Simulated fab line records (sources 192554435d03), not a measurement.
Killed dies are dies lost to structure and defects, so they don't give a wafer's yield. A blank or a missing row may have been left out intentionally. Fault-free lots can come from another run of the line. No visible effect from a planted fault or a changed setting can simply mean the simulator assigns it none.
Split-lot experiment | flow n5-finfet | 39 wafers read from 7 lots, route of 1938 steps

== SPLIT DETAILS ==
At N5_MOL_CONTACT_COAG_CVD_140 (deposits W, target thk 66.5 nm, time 215 s), the setting target-thk-a was moved away from the recipe's 665 angstrom on 15 of the 39 wafers read, by -13.8% to +11.5%. This setting was run at the recipe's value on the other wafers.

The reading comes from the split's own step.

== THE READING ==
W_of_MOL_CONTACT_COAG_CVD_140.thk-nm (the simulator's own value, which no gauge read), in nm, at N5_MOL_CONTACT_COAG_CVD_140 (deposits W, target thk 66.5 nm, time 215 s). No usual value for it is given in the file. Here, 24 wafers ran the recipe; their average is 66.3 nm with a standard deviation of 0.47 nm.

wafer  | tool, chamber at the split | target-thk-a as run, angstrom | against the recipe | W_of_MOL_CONTACT_COAG_CVD_140.thk-nm, nm | against lot-mates on the recipe
L075.1 | cvd-w-01, 0                | 573.1                         | -13.8%             | 57                                       | -9.1
L075.2 | cvd-w-01, 1                | 665                           | recipe             | 65.8                                     | -
L075.3 | cvd-w-01, 0                | 573.1                         | -13.8%             | 57.2                                     | -8.9
L075.4 | cvd-w-01, 1                | 573.1                         | -13.8%             | 56.4                                     | -9.7
L075.5 | cvd-w-01, 0                | 665                           | recipe             | 66.4                                     | -
L075.6 | cvd-w-01, 1                | 665                           | recipe             | 66.2                                     | -
L076.1 | cvd-w-01, 1                | 665                           | recipe             | 65.8                                     | -
L076.3 | cvd-w-01, 0                | 665                           | recipe             | 66                                       | -
L076.5 | cvd-w-01, 1                | 665                           | recipe             | 65.6                                     | -
L080.1 | cvd-w-02, 0                | 665                           | recipe             | 66.6                                     | -
L080.2 | cvd-w-02, 1                | 665                           | recipe             | 67                                       | -
L080.5 | cvd-w-02, 1                | 665                           | recipe             | 67                                       | -
L080.3 | cvd-w-02, 0                | 665                           | recipe             | 66                                       | -
L080.4 | cvd-w-02, 1                | 665                           | recipe             | 66.4                                     | -
L080.6 | cvd-w-02, 0                | 665                           | recipe             | 65.8                                     | -
L083.1 | cvd-w-02, 1                | 741.2                         | +11.5%             | 74                                       | +7.8
L083.2 | cvd-w-02, 0                | 665                           | recipe             | 66.2                                     | -
L083.3 | cvd-w-02, 0                | 665                           | recipe             | 66.4                                     | -
L083.4 | cvd-w-02, 1                | 741.2                         | +11.5%             | 74.2                                     | +8.0
L083.5 | cvd-w-02, 1                | 741.2                         | +11.5%             | 74.6                                     | +8.4
L083.6 | cvd-w-02, 0                | 665                           | recipe             | 66                                       | -
L094.1 | cvd-w-02, 0                | 665                           | recipe             | 65.8                                     | -
L094.3 | cvd-w-02, 0                | 665                           | recipe             | 65.8                                     | -
L094.2 | cvd-w-02, 1                | 604.4                         | -9.1%              | 61                                       | -5.1
L094.5 | cvd-w-02, 1                | 604.4                         | -9.1%              | 61                                       | -5.1
L094.4 | cvd-w-02, 1                | 665                           | recipe             | 66.8                                     | -
L094.6 | cvd-w-02, 0                | 604.4                         | -9.1%              | 59                                       | -7.1
L095.1 | cvd-w-01, 1                | 665                           | recipe             | 65.8                                     | -
L095.2 | cvd-w-01, 0                | 574.6                         | -13.6%             | 57                                       | -9.1
L095.3 | cvd-w-01, 0                | 574.6                         | -13.6%             | 57.8                                     | -8.3
L095.4 | cvd-w-01, 1                | 665                           | recipe             | 66.4                                     | -
L095.5 | cvd-w-01, 0                | 574.6                         | -13.6%             | 56.8                                     | -9.3
L095.6 | cvd-w-01, 1                | 665                           | recipe             | 66.2                                     | -
L097.1 | cvd-w-02, 0                | 694.7                         | +4.5%              | 70                                       | +3.1
L097.2 | cvd-w-02, 1                | 665                           | recipe             | 67                                       | -
L097.3 | cvd-w-02, 0                | 665                           | recipe             | 66.4                                     | -
L097.4 | cvd-w-02, 1                | 694.7                         | +4.5%              | 71                                       | +4.1
L097.5 | cvd-w-02, 1                | 665                           | recipe             | 67.4                                     | -
L097.6 | cvd-w-02, 0                | 694.7                         | +4.5%              | 69.6                                     | +2.7

FIT RESULTS
A straight line over all 39 wafers: W_of_MOL_CONTACT_COAG_CVD_140.thk-nm changes by +0.687 nm for each +1% of target-thk-a; r = +0.99; the points scatter about the line by 0.58 nm.
The same after taking each lot's own level away (the mean of its wafers on the recipe; 39 wafers): +0.674 nm for each +1%; r = +0.99; scatter 0.48 nm.
According to that fit, moving target-thk-a by its largest amount changes the reading by 9.3 nm.
The span of the lots' own levels, 65.80 to 66.93 nm, comes to 2.4 times the standard deviation stated above.
The two slopes are in agreement: the lot-to-lot level therefore moves the slope only a little.
Check: with one of the wafers moved furthest among these (-13.8%) left out of the fit, the line predicts -9.23 nm for it against its lot-mates. It came out at -9.13 nm against them.

== THE OTHER SPLITS THESE WAFERS WENT THROUGH ==
Note: prior to the reading, these wafers also went through further splits. Each is held against what the fit with the lots' levels taken away leaves over:
other split on the same wafers    | wafers away from the commonest value | r with W_of_MOL_CONTACT_COAG_CVD_140.thk-nm (lot level and that fit taken away)
N5_WELL_APT_IMPLANT_31 energy-kev | 18                                   | +0.00
N5_DUMMY_GATE_ETCH_37 source-w    | 15                                   | +0.29

== THE FILE'S OWN FIT ==
W_of_MOL_CONTACT_COAG_CVD_140.thk-nm changes by +0.671 nm for each +1% of target-thk-a, r = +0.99.
